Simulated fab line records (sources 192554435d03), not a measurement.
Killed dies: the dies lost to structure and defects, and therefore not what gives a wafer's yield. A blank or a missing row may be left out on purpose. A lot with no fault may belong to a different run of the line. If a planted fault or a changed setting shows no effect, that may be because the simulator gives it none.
Matching of chambers ; flow n5Finfet ; N5_BEOL_M7_DESCUM_33 on rieDiel-04 has 4 sister chambers
The step chemistry O2, time 7 s. 8 wafers are shown with their chamber, then 8 later ones without.

EACH WAFER AND ITS CHAMBER
wafer;chamber;drypumpMotorCurrentA (A);showerheadPlenumPTorr (Torr)
L082.3;3;6.4;2.06
L082.6;0;5.3;2.09
L084.1;3;6.4;2.06
L084.6;2;4.8;1.97
L087.1;1;5.6;2.09
L087.2;0;5.3;2.09
L087.4;2;4.7;1.97
L094.2;1;5.7;2.08

WAFERS WITH NO CHAMBER GIVEN
wafer;drypumpMotorCurrentA (A);showerheadPlenumPTorr (Torr)
L094.3;5.3;2.09
L094.5;4.7;2.23
L095.1;5.7;2.08
L095.2;5.3;2.09
L095.4;6.4;2.05
L097.1;4.8;2.23
L097.4;6.5;2.05
L097.5;5.3;2.08

CHAMBER TAKEN BY EACH
wafer;from the rows above;in truth
L094.3;0;0
L094.5;0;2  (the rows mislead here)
L095.1;1;1
L095.2;0;0
L095.4;3;3
L097.1;0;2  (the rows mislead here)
L097.4;3;3
L097.5;0;0
Placed correctly: 6 of 8. Left unplaced by these rows: 0. Placed wrongly: 2.
How it was worked out, from the rows above alone: a wafer's distance from a chamber is the root of the sum, over the readings, of the square of ((its reading less the chamber's mean) divided by the reading's scatter). The wafer belongs to the nearest chamber; if the next one is less than 2 further off, it can't be placed. Each chamber's mean is taken over the wafers shown for it. The scatter is the square root of a quotient: the sum, over the shown wafers, of each reading's squared deviation from its chamber's mean, divided by wafers minus chambers.
